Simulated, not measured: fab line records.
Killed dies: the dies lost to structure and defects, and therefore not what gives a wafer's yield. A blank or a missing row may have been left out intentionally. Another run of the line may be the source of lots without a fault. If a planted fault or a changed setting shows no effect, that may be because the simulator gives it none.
Which tool is to blame? / flow n5-finfet / at 1 step of a route of 1938, 11 lots with 33 wafers sampled

== WHAT THE GAUGES SHOWED, per wafer ==
N5_BEOL_M7_CD_MEAS_28 targets a cd of 40 nm.
lot=L922; measured=day 10 22:40; on=cd-sem-02; cd-nm (nm)=40.26 40.08 40.25
lot=L924; measured=day 11 02:02; on=cd-sem-01; cd-nm (nm)=39.88 40.06 39.36
lot=L923; measured=day 11 02:04; on=cd-sem-03; cd-nm (nm)=40.00 39.91 39.68
lot=L929; measured=day 12 13:44; on=cd-sem-03; cd-nm (nm)=40.16 40.08 40.00
lot=L933; measured=day 12 19:31; on=cd-sem-03; cd-nm (nm)=39.87 39.98 39.32
lot=L930; measured=day 12 23:29; on=cd-sem-01; cd-nm (nm)=40.05 40.25 40.38
lot=L934; measured=day 13 21:35; on=cd-sem-02; cd-nm (nm)=39.93 40.40 39.84
lot=L937; measured=day 14 04:42; on=cd-sem-03; cd-nm (nm)=39.88 39.93 39.82
lot=L936; measured=day 14 06:39; on=cd-sem-02; cd-nm (nm)=39.85 40.49 40.08
lot=L940; measured=day 15 03:23; on=cd-sem-01; cd-nm (nm)=39.84 40.10 39.89
lot=L942; measured=day 16 01:13; on=cd-sem-01; cd-nm (nm)=39.87 40.12 40.05

== EACH LOT AND THE TOOL THAT RAN IT (in order: tool; ch and the chambers of the sampled wafers; start) ==
The record shows no process step preceding these readings.

== AS READ BY THE TOOLS THEMSELVES (means over the sampled wafers that have a number; for cases with no such wafer, the mark the record gives instead) ==
The record holds no such reading with a usual standard deviation.

== THE ANSWER, worked out from the rows above alone ==
Rule: usual is defined by the lots themselves. The widest of any qualifying gaps counts: lots, ordered by their means at a reading, are off when they make up no more than a third of the lots, leave a main group of 4 or more, and stand apart from it by 3 or more times the standard deviation of that group's means. Not used: any main group whose means are identical at the precision the tables above print for the reading. Also off: a lot with no number at a reading for which 4 or more lots have one. Any other lot the step has rows for is counted as sound. Order of review: gauges by route order, followed by the tools' own readings, for which a lot's mean as printed above is used. At the first step where some lot is off, the reading lying furthest off is the one used; lots without a number count as furthest.
Nothing can be told from this: no lot is off at any reading shown.

== WHAT THE SIMULATOR HAD INSERTED ==
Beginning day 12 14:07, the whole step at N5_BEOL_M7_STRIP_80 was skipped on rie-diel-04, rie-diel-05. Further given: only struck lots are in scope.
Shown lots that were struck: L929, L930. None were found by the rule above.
